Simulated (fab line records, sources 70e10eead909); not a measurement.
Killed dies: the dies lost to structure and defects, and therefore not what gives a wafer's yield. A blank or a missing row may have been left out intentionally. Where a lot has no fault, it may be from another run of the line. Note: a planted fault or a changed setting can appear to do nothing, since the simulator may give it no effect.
Chamber matching || flow nand-harc || NHARC_A_STAIRCASE_TRIM_12 on rie-diel-11: 4 sister chambers
The step chemistry O2, time 211.2 s. 4 wafers are shown with their chamber, then 10 later ones without.

WAFERS, EACH WITH ITS CHAMBER
{"wafer": "L078.2", "chamber": 0, "showerhead-plenum-p-Torr (Torr)": 3.28}
{"wafer": "L078.6", "chamber": 1, "showerhead-plenum-p-Torr (Torr)": 3.41}
{"wafer": "L079.2", "chamber": 2, "showerhead-plenum-p-Torr (Torr)": 3.72}
{"wafer": "L079.4", "chamber": 3, "showerhead-plenum-p-Torr (Torr)": 3.75}

WAFERS WITH NO CHAMBER GIVEN
{"wafer": "L079.6", "showerhead-plenum-p-Torr (Torr)": 3.72}
{"wafer": "L080.3", "showerhead-plenum-p-Torr (Torr)": 3.41}
{"wafer": "L080.4", "showerhead-plenum-p-Torr (Torr)": 3.72}
{"wafer": "L080.6", "showerhead-plenum-p-Torr (Torr)": 3.41}
{"wafer": "L092.1", "showerhead-plenum-p-Torr (Torr)": 3.70}
{"wafer": "L092.2", "showerhead-plenum-p-Torr (Torr)": 3.79}
{"wafer": "L092.6", "showerhead-plenum-p-Torr (Torr)": 3.38}
{"wafer": "L095.1", "showerhead-plenum-p-Torr (Torr)": 3.69}
{"wafer": "L095.2", "showerhead-plenum-p-Torr (Torr)": 3.38}
{"wafer": "L095.5", "showerhead-plenum-p-Torr (Torr)": 3.38}

EACH ONE'S CHAMBER
{"wafer": "L079.6", "from the rows above": "can't be placed: 2 or 3", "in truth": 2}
{"wafer": "L080.3", "from the rows above": 1, "in truth": 1}
{"wafer": "L080.4", "from the rows above": "can't be placed: 2 or 3", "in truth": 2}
{"wafer": "L080.6", "from the rows above": 1, "in truth": 1}
{"wafer": "L092.1", "from the rows above": "can't be placed: 2 or 3", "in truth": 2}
{"wafer": "L092.2", "from the rows above": "can't be placed: 3 or 2", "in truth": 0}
{"wafer": "L092.6", "from the rows above": 1, "in truth": 1}
{"wafer": "L095.1", "from the rows above": "can't be placed: 2 or 3", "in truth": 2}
{"wafer": "L095.2", "from the rows above": 1, "in truth": 1}
{"wafer": "L095.5", "from the rows above": 1, "in truth": 1}
Correctly placed: 5 of 10. These rows do not allow placing 5 (true chamber among the candidates in 4). Placed wrongly: 0.
How it was worked out, from the rows above alone: a wafer's distance from a chamber is the root of the sum, over the readings, of the square of ((its reading less the chamber's mean) divided by the reading's scatter). The wafer belongs to the nearest chamber; if the next one is less than 2 further off, it can't be placed. For every chamber, the mean is computed from those of its wafers that are shown. The scatter (one wafer shown for each chamber): square how far every hidden wafer sits from the nearest shown wafer, average those squares and take the square root.
